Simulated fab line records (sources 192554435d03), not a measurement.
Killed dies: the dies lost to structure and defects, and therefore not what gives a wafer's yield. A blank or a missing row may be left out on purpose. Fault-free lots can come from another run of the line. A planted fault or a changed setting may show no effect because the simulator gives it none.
2 desks, one fault | flow n5Finfet | each desk holds nothing but its own numbers, with what lay behind them at the end

== TOOL OWNER'S DESK, aldSin-04 ==
The tool's own readings at N5_BEOL_M4_ALD_98 (deposits SiO2, target thk 2.5 nm, pulse time 1 s, co reactant pulse time 1 s): means of the sampled wafers that have a number, for each lot that ran on this tool. Any lot whose mean is over 4 standard deviations away from the usual mean is out of limits and marked OUT; that distance is given in the brackets.
Columns: A = heaterPowerW at N5_BEOL_M4_ALD_98, usual 76 W; B = precursorPulseHeightRel at N5_BEOL_M4_ALD_98, usual 1.000; C = susceptorTempC at N5_BEOL_M4_ALD_98, usual 100.01 C
lot  | first seen here | A  | B     | C
L408 | day 9 11:37     | 75 | 1.001 | 99.92
L412 | day 10 18:27    | 76 | 1.011 | 100.03
L424 | day 14 01:13    | 75 | 0.989 | 99.95
L425 | day 14 02:05    | 73 | 0.984 | 99.90
This desk's finding: nothing out of limits on any of the 4 lots.

== THE METROLOGY DESK ==
Lot by lot, what the gauges showed, no matter which tool ran the lot: averages of those sampled wafers that carry a number. Any lot whose mean is over 4 standard deviations away from the usual mean is out of limits and marked OUT; that distance is given in the brackets. 7 of its 10 readings are shown, namely those furthest out on some lot.
Columns: A = DIBL_P at N5_BEOL_M4_RC_MEAS_101, usual 35.8 mV/V; B = IOFF_N at N5_BEOL_M4_RC_MEAS_101, usual 0.157 nA/um; C = IOFF_P at N5_BEOL_M4_RC_MEAS_101, usual 0.21 nA/um; D = ION_P at N5_BEOL_M4_RC_MEAS_101, usual 465 uA/um; E = SS_P at N5_BEOL_M4_RC_MEAS_101, usual 73.2 mV/dec; F = VT_N at N5_BEOL_M4_RC_MEAS_101, usual 249 mV; G = VT_P at N5_BEOL_M4_RC_MEAS_101, usual -250 mV
lot  | first seen here | A    | B     | C    | D   | E    | F   | G
L403 | day 9 13:23     | 36.3 | 0.179 | 0.22 | 465 | 73.8 | 246 | -249
L408 | day 10 16:06    | 36.9 | 0.202 | 0.25 | 466 | 74.3 | 247 | -248
L409 | day 11 00:16    | 34.6 | 0.137 | 0.17 | 452 | 72.9 | 250 | -253
L410 | day 11 03:11    | 35.3 | 0.139 | 0.22 | 465 | 73.0 | 252 | -249
L412 | day 11 17:14    | 32.4 | 0.112 | 0.14 | 451 | 72.6 | 256 | -258
L417 | day 13 03:49    | 34.6 | 0.155 | 0.19 | 463 | 73.4 | 249 | -251
L424 | day 14 09:38    | 36.7 | 0.148 | 0.20 | 466 | 73.2 | 250 | -253
L425 | day 14 13:03    | 38.1 | 0.194 | 0.24 | 473 | 73.7 | 245 | -248
L426 | day 15 06:53    | 37.9 | 0.178 | 0.24 | 473 | 73.6 | 248 | -249
This desk's finding: nothing out of limits on any of the 9 lots.

== ALL TOGETHER ==
The desk of the tool owner found nothing out of limits.
Nothing out of limits was seen by the metrology desk.

== WHAT THE SIMULATOR PUT IN ==
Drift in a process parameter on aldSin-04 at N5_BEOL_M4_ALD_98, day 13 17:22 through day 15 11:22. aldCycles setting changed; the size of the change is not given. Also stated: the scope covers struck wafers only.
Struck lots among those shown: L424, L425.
